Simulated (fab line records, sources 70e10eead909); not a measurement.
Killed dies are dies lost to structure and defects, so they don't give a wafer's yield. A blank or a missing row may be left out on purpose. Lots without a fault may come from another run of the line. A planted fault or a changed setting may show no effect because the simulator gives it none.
Chamber matching | flow nand_harc | NHARC_THIN_TSV_DEP_43 on pecvd-03: 3 sister chambers
The step deposits SiO2, target thk 1328.5 nm. 3 wafers are shown with their chamber, then 7 later ones without.

WAFERS WITH THEIR CHAMBER
wafer  | chamber | throttle_valve_pct (%)
L542.4 | 2       | 16.2
L541.1 | 0       | 15.5
L541.3 | 1       | 16.7

WAFERS WITHOUT THEIR CHAMBER
wafer  | throttle_valve_pct (%)
L541.4 | 16.6
L545.2 | 15.7
L545.3 | 16.5
L545.5 | 15.6
L544.1 | 16.6
L544.4 | 16.7
L544.5 | 15.9

WHICH CHAMBER EACH WENT THROUGH
wafer  | from the rows above     | in truth
L541.4 | can't be placed: 1 or 2 | 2
L545.2 | can't be placed: 0 or 2 | 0
L545.3 | can't be placed: 1 or 2 | 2
L545.5 | 0                       | 0
L544.1 | can't be placed: 1 or 2 | 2
L544.4 | 1                       | 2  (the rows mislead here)
L544.5 | can't be placed: 2 or 0 | 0
Placed correctly: 1 of 7. Can't be placed from these rows: 5 (the true chamber is among the candidates in 5). Placed wrongly: 1.
How it was worked out, from the rows above alone: a wafer's distance from a chamber is the root of the sum, over the readings, of the square of ((its reading less the chamber's mean) divided by the reading's scatter). The wafer belongs to the nearest chamber; if the next one is less than 2 further off, it can't be placed. A chamber's mean is the mean of its shown wafers. The scatter: with one shown wafer a chamber, the root of the mean of the squares of how far each hidden wafer lies from its nearest shown one.
